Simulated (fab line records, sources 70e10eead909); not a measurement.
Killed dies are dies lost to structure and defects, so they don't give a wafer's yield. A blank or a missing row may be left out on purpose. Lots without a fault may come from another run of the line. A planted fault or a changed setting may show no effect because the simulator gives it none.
Which tool did it? | flow nand_harc | 7 lots, 21 wafers sampled, at 4 steps of a route of 1302

WHAT THE GAUGES READ, wafer by wafer
NHARC_A_WL_FILL_INSPECT_15.
lot  | measured     | on                | raw_defect_count
L306 | day 21 21:16 | defect_inspect-01 | 359 437 302
L311 | day 24 11:04 | defect_inspect-02 | 2467 2485 2447
L313 | day 25 15:35 | defect_inspect-01 | 608 475 364
L318 | day 26 10:27 | defect_inspect-02 | 386 545 456
L322 | day 28 04:36 | defect_inspect-02 | 506 493 485
L323 | day 29 05:14 | defect_inspect-02 | 356 490 511
L325 | day 29 09:51 | defect_inspect-01 | 437 335 611

WHICH TOOL RAN EACH LOT (tool, then ch and the chambers of the sampled wafers, then the start)
lot  | NHARC_A_WL_FILL_ALD_10           | NHARC_A_WL_FILL_ALD_19              | NHARC_A_WL_FILL_CMP_12
L306 | ald_hk-03 ch 0,1,3, day 21 10:06 | ald_metal-01 ch 1,2,3, day 21 20:26 | cmp-02 ch 0,2,3, day 21 20:50
L311 | ald_hk-03 ch 1,2,3, day 23 23:50 | ald_metal-02 ch 1,2,3, day 24 10:16 | cmp-01 ch 2,3, day 24 10:36
L313 | ald_hk-03 ch 1,2,3, day 25 05:45 | ald_metal-01 ch 0,1,3, day 25 14:44 | cmp-04 ch 0,1,2, day 25 15:07
L318 | ald_hk-03 ch 0,2,3, day 26 00:20 | ald_metal-03 ch 0,1, day 26 09:33   | cmp-01 ch 0,1,2, day 26 10:00
L322 | ald_hk-03 ch 1,3, day 27 18:24   | ald_metal-02 ch 0,1, day 28 03:46   | cmp-04 ch 1,2,3, day 28 04:11
L323 | ald_hk-03 ch 0,2,3, day 28 18:09 | ald_metal-01 ch 0,2,3, day 29 04:26 | cmp-04 ch 0,2, day 29 04:49
L325 | ald_hk-03 ch 0,2,3, day 29 00:16 | ald_metal-03 ch 1,3, day 29 08:59   | cmp-01 ch 1,2,3, day 29 09:26
- NHARC_A_WL_FILL_ALD_10: deposits SiO2, target thk 50 nm, pulse time 10 s, ald cycles 500.
- NHARC_A_WL_FILL_ALD_19: deposits TiN, target thk 2 nm, pulse time 3 s, ald cycles 100.
- NHARC_A_WL_FILL_CMP_12: polishes, t overpolish 30 s, target thk 100 nm.

THE ANSWER, worked out from the rows above alone
Rule: what is usual is taken from the lots themselves. Put in order of their means at a reading, lots are off if they are a third of the lots or fewer, leave a main group of 4 or more, and stand apart from it by a gap of 3 or more times the standard deviation of the main group's means; of several such gaps the widest counts. A main group whose means are all the same, to the digits that the tables above print for the reading, isn't used. A lot without any number at a reading at which 4 lots or more have one is off too. The other lots that the step has rows for count as sound.
Off: L311, at NHARC_A_WL_FILL_INSPECT_15 (raw_defect_count). The main group: mean 453, standard deviation 41.
A tool fits if, at a process step before that reading, it ran every lot that is off, and no sound lot after the first of them. The gauges at NHARC_A_WL_FILL_INSPECT_15 are tried like those tools. None of those tried fits.

WHAT THE SIMULATOR HAD PUT IN
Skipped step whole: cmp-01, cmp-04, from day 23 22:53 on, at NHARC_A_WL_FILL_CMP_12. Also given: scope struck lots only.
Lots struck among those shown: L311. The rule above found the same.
